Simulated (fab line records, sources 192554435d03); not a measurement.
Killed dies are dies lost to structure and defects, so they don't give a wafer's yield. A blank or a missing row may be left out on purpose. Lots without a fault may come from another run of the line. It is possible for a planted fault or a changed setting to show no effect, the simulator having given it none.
Check of tool commonality / flow n5_finfet / Sample size 9 lots and 27 wafers

## THE REASON FOR OPENING IT
On 2 of the 9 lots, a flag is raised at N5_BEOL_M4_INSPECT_59 on the reading raw_defect_count. No-fault wafers: 68, standard deviation 23.
Rule: flag the lot when none of its wafers has a number, or when each of its wafers that has one lies beyond 4 standard deviations from that mean. As for the other lots, they are considered sound.

lot=L542; measured=day 8 13:35; on=defect_inspect-02; raw_defect_count, wafer by wafer=68 63 69; flag=
lot=L543; measured=day 8 23:08; on=defect_inspect-01; raw_defect_count, wafer by wafer=40 47 84; flag=
lot=L545; measured=day 9 17:19; on=defect_inspect-02; raw_defect_count, wafer by wafer=52 65 82; flag=
lot=L544; measured=day 9 21:56; on=defect_inspect-02; raw_defect_count, wafer by wafer=68 60 74; flag=
lot=L551; measured=day 10 17:03; on=defect_inspect-01; raw_defect_count, wafer by wafer=88 79 98; flag=
lot=L554; measured=day 11 16:20; on=defect_inspect-02; raw_defect_count, wafer by wafer=1619 1623 1587; flag=FLAGGED
lot=L555; measured=day 11 20:43; on=defect_inspect-02; raw_defect_count, wafer by wafer=1496 1535 1522; flag=FLAGGED
lot=L556; measured=day 12 04:26; on=defect_inspect-01; raw_defect_count, wafer by wafer=81 73 177; flag=
lot=L563; measured=day 13 21:26; on=defect_inspect-02; raw_defect_count, wafer by wafer=48 106 97; flag=
On average the flagged lots' numbers are 1564, which is +1496 against the usual, or +65 standard deviations.

## WHICH TOOL RAN EACH LOT
The record holds 4 process steps before the reading, out of a route of 1938 steps. Read each cell as the tool, then ch plus the chambers that the sampled wafers visited, then the start.
lot=L542; flag=; N5_BEOL_M4_SPUTTER_48=pvd_sputter-03, day 8 10:46; N5_BEOL_M4_ANNEAL_80=pvd_sputter-03, day 8 11:04; N5_BEOL_M4_SPUTTER_92=pvd_sputter-03, day 8 12:05; N5_BEOL_M4_CO_CAP_55=cvd_co-01 ch 0,1,2, day 8 13:23
lot=L543; flag=; N5_BEOL_M4_SPUTTER_48=pvd_sputter-03, day 8 20:05; N5_BEOL_M4_ANNEAL_80=pvd_sputter-03, day 8 20:23; N5_BEOL_M4_SPUTTER_92=pvd_sputter-03, day 8 21:24; N5_BEOL_M4_CO_CAP_55=cvd_co-01 ch 0,1,2, day 8 22:54
lot=L545; flag=; N5_BEOL_M4_SPUTTER_48=pvd_sputter-01, day 9 14:28; N5_BEOL_M4_ANNEAL_80=pvd_sputter-01, day 9 14:46; N5_BEOL_M4_SPUTTER_92=pvd_sputter-01, day 9 15:47; N5_BEOL_M4_CO_CAP_55=cvd_co-01 ch 0,1, day 9 17:05
lot=L544; flag=; N5_BEOL_M4_SPUTTER_48=pvd_sputter-01, day 9 19:06; N5_BEOL_M4_ANNEAL_80=pvd_sputter-01, day 9 19:24; N5_BEOL_M4_SPUTTER_92=pvd_sputter-01, day 9 20:25; N5_BEOL_M4_CO_CAP_55=cvd_co-02 ch 0,1,2, day 9 21:43
lot=L551; flag=; N5_BEOL_M4_SPUTTER_48=pvd_sputter-03, day 10 14:13; N5_BEOL_M4_ANNEAL_80=pvd_sputter-03, day 10 14:31; N5_BEOL_M4_SPUTTER_92=pvd_sputter-03, day 10 15:32; N5_BEOL_M4_CO_CAP_55=cvd_co-01 ch 1,2, day 10 16:50
lot=L554; flag=FLAGGED; N5_BEOL_M4_SPUTTER_48=pvd_sputter-01, day 11 13:30; N5_BEOL_M4_ANNEAL_80=pvd_sputter-01, day 11 13:48; N5_BEOL_M4_SPUTTER_92=pvd_sputter-01, day 11 14:49; N5_BEOL_M4_CO_CAP_55=cvd_co-01 ch 0,1, day 11 16:08
lot=L555; flag=FLAGGED; N5_BEOL_M4_SPUTTER_48=pvd_sputter-01, day 11 17:05; N5_BEOL_M4_ANNEAL_80=pvd_sputter-01, day 11 17:23; N5_BEOL_M4_SPUTTER_92=pvd_sputter-01, day 11 18:24; N5_BEOL_M4_CO_CAP_55=cvd_co-01 ch 0,1,2, day 11 20:31
lot=L556; flag=; N5_BEOL_M4_SPUTTER_48=pvd_sputter-01, day 12 01:21; N5_BEOL_M4_ANNEAL_80=pvd_sputter-01, day 12 01:39; N5_BEOL_M4_SPUTTER_92=pvd_sputter-01, day 12 02:40; N5_BEOL_M4_CO_CAP_55=cvd_co-02 ch 0,1, day 12 04:11
lot=L563; flag=; N5_BEOL_M4_SPUTTER_48=pvd_sputter-03, day 13 18:36; N5_BEOL_M4_ANNEAL_80=pvd_sputter-03, day 13 18:54; N5_BEOL_M4_SPUTTER_92=pvd_sputter-03, day 13 19:55; N5_BEOL_M4_CO_CAP_55=cvd_co-02 ch 0,1,2, day 13 21:14
What these steps do:
- N5_BEOL_M4_SPUTTER_48: material Cu, target thk 4.5 nm, time 8.29 s.
- N5_BEOL_M4_ANNEAL_80: time 240 s.
- N5_BEOL_M4_SPUTTER_92: material Cu, target thk 4.5 nm, time 8.29 s.
- N5_BEOL_M4_CO_CAP_55: material Co, precursor CCTBA/H2, target thk 2 nm, time 102.1 s.
- N5_BEOL_M4_INSPECT_59: inspects for defects (darkfield).

## FLAGGED OVER TOTAL, TOOL BY TOOL (the gauges that took the reading come last)
step=N5_BEOL_M4_SPUTTER_48; tool=pvd_sputter-01; lots run=5; flagged=2; share of the flagged lots=all; sound lots run after its first flagged lot=1 (L556)
step=N5_BEOL_M4_SPUTTER_48; tool=pvd_sputter-03; lots run=4; flagged=0; share of the flagged lots=none; sound lots run after its first flagged lot=-
step=N5_BEOL_M4_ANNEAL_80; tool=pvd_sputter-01; lots run=5; flagged=2; share of the flagged lots=all; sound lots run after its first flagged lot=1 (L556)
step=N5_BEOL_M4_ANNEAL_80; tool=pvd_sputter-03; lots run=4; flagged=0; share of the flagged lots=none; sound lots run after its first flagged lot=-
step=N5_BEOL_M4_SPUTTER_92; tool=pvd_sputter-01; lots run=5; flagged=2; share of the flagged lots=all; sound lots run after its first flagged lot=1 (L556)
step=N5_BEOL_M4_SPUTTER_92; tool=pvd_sputter-03; lots run=4; flagged=0; share of the flagged lots=none; sound lots run after its first flagged lot=-
step=N5_BEOL_M4_CO_CAP_55; tool=cvd_co-01; lots run=6; flagged=2; share of the flagged lots=all; sound lots run after its first flagged lot=0
step=N5_BEOL_M4_CO_CAP_55; tool=cvd_co-02; lots run=3; flagged=0; share of the flagged lots=none; sound lots run after its first flagged lot=-
step=N5_BEOL_M4_INSPECT_59; tool=defect_inspect-01; lots run=3; flagged=0; share of the flagged lots=none; sound lots run after its first flagged lot=-
step=N5_BEOL_M4_INSPECT_59; tool=defect_inspect-02; lots run=6; flagged=2; share of the flagged lots=all; sound lots run after its first flagged lot=1 (L563)

## WHAT THE TABLE PERMITS
5 rows of the table ran every flagged lot: pvd_sputter-01 at N5_BEOL_M4_SPUTTER_48, pvd_sputter-01 at N5_BEOL_M4_ANNEAL_80, pvd_sputter-01 at N5_BEOL_M4_SPUTTER_92, cvd_co-01 at N5_BEOL_M4_CO_CAP_55, defect_inspect-02 at N5_BEOL_M4_INSPECT_59.
- pvd_sputter-01 at N5_BEOL_M4_SPUTTER_48 ran 5 lots, 2 of them flagged. Lots that were sound ran on it after the first flagged one (L556); a persistent fault on the entire tool would not allow that.
- pvd_sputter-01 at N5_BEOL_M4_ANNEAL_80 ran 5 lots, 2 of them flagged. Lots that were sound ran on it after the first flagged one (L556); a persistent fault on the entire tool would not allow that.
- pvd_sputter-01 at N5_BEOL_M4_SPUTTER_92 ran 5 lots, 2 of them flagged. Lots that were sound ran on it after the first flagged one (L556); a persistent fault on the entire tool would not allow that.
- cvd_co-01 at N5_BEOL_M4_CO_CAP_55 ran 6 lots, 2 of them flagged. Last sound lot L551 at day 10 16:50, first flagged lot L554 at day 11 16:08; a fault beginning in between fits.
- defect_inspect-02 at N5_BEOL_M4_INSPECT_59 ran 6 lots, 2 of them flagged. Lots that were sound ran on it after the first flagged one (L563); a persistent fault on the entire tool would not allow that.
One tool is left: cvd_co-01 at N5_BEOL_M4_CO_CAP_55.

## WHAT THE SIMULATOR HAD PUT IN
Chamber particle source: cvd_co-01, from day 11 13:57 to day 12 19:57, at N5_BEOL_M4_CO_CAP_55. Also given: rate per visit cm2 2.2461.
Struck lots among those shown: L554, L555. The rule above reached the same finding.
